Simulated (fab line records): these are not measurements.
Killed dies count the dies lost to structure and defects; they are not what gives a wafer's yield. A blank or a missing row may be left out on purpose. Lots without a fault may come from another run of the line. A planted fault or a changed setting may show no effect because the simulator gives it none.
Split-lot trial -- flow n5-finfet -- on a route of 1938 steps: 7 lots, 21 wafers read

THE SPLIT
At N5_BEOL_M7_COAT_64 (time 60 s, resist thk 12 nm), the setting spin-rpm was moved away from the recipe's 1500 rpm on 7 of the 21 wafers read, by -10.6% to +7.3%. This setting was run at the recipe's value on the other wafers.

FROM THE SPLIT TO THE READING: what the file shows between them, 5 steps
- N5_BEOL_M7_COAT_71: time 60 s, resist thk 5 nm (also split here: spin-rpm)
- N5_BEOL_M7_COAT_22: resist thk 30 nm
- N5_BEOL_M7_EBR_24
- N5_BEOL_M7_DESCUM_33: chemistry O2, time 7 s
- N5_BEOL_M7_ETCH_72: etches underlayer in N2/H2, target depth 6.5 nm, time 5.2 s

THE READING
etch.depth-nm (the simulator's own value, which no gauge read), in nm, at N5_BEOL_M7_ETCH_65 (etches SiARC in CF4, target depth 15.6 nm, time 26 s). The file gives no usual value for it. Average 12.00 nm, standard deviation 0.024 nm, over the 14 wafers here run with the recipe.

wafer,"tool, chamber at the split","spin-rpm as run, rpm",against the recipe,"etch.depth-nm, nm",against lot-mates on the recipe
L078.1,"litho-track-04, 0",1341,-10.6%,12.66,+0.70
L078.2,"litho-track-04, 0",1341,-10.6%,12.69,+0.73
L078.3,"litho-track-04, 0",1500,recipe,11.96,-
L081.2,"litho-track-03, 0",1500,recipe,12.01,-
L081.4,"litho-track-03, 0",1609,+7.3%,11.55,-0.46
L081.5,"litho-track-03, 0",1609,+7.3%,11.54,-0.47
L082.1,"litho-track-03, 0",1395,-7.0%,12.46,+0.45
L082.5,"litho-track-03, 0",1395,-7.0%,12.43,+0.42
L082.6,"litho-track-03, 0",1500,recipe,12.01,-
L087.1,"litho-track-05, 0",1500,recipe,12,-
L087.3,"litho-track-05, 0",1500,recipe,11.98,-
L087.4,"litho-track-05, 0",1500,recipe,11.99,-
L088.1,"litho-track-04, 0",1500,recipe,12,-
L088.4,"litho-track-04, 0",1572,+4.8%,11.75,-0.26
L088.6,"litho-track-04, 0",1500,recipe,12.02,-
L090.2,"litho-track-04, 0",1500,recipe,12.05,-
L090.4,"litho-track-04, 0",1500,recipe,12.04,-
L090.5,"litho-track-04, 0",1500,recipe,12.03,-
L097.1,"litho-track-05, 0",1500,recipe,11.98,-
L097.5,"litho-track-05, 0",1500,recipe,11.99,-
L097.6,"litho-track-05, 0",1500,recipe,12,-

FIT RESULTS
A straight line over all 21 wafers: etch.depth-nm changes by -0.0626 nm for each +1% of spin-rpm; r = -1.00; the points scatter about the line by 0.024 nm.
The same after taking each lot's own level away (the mean of its wafers on the recipe; 21 wafers): -0.0647 nm for each +1%; r = -1.00; scatter 0.018 nm.
Per that fit: largest spin-rpm move, reading shift of 0.69 nm.
The span of the lots' own levels, 11.960 to 12.040 nm, comes to 3.4 times the standard deviation stated above.
Hence the lot-to-lot level has little effect on the slope; both slopes agree.
Check: with one of the wafers moved furthest among these (-10.6%) left out of the fit, the line predicts +0.686 nm for it against its lot-mates. It came out at +0.7 nm against them.

FURTHER SPLITS ON THESE WAFERS
These wafers also went through other splits before the reading. Each is held against what the fit with the lots' levels taken away leaves over:
other split on the same wafers,wafers away from the commonest value,r with etch.depth-nm (lot level and that fit taken away)
N5_BEOL_M6_ETCH_62 time-s,8,-0.22
N5_BEOL_M7_COAT_71 spin-rpm,5,+0.19

THE WHOLE CHAIN: every reading that the file lists as answering this split, in the file's order
step,what it does,reading,change (the file's fit),r (the file's)
N5_BEOL_M7_COAT_64,"time 60 s, resist thk 12 nm","SiARC_of_BEOL_M7_COAT_64.thk-nm (the simulator's own value, which no gauge read)",-0.0549 nm for each +1% of the setting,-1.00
N5_BEOL_M7_ETCH_65,"etches SiARC in CF4, target depth 15.6 nm, time 26 s","etch.depth-nm (the simulator's own value, which no gauge read)",-0.064 nm for each +1% of the setting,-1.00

THE FILE'S OWN FIT
etch.depth-nm changes by -0.064 nm for each +1% of spin-rpm, r = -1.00.
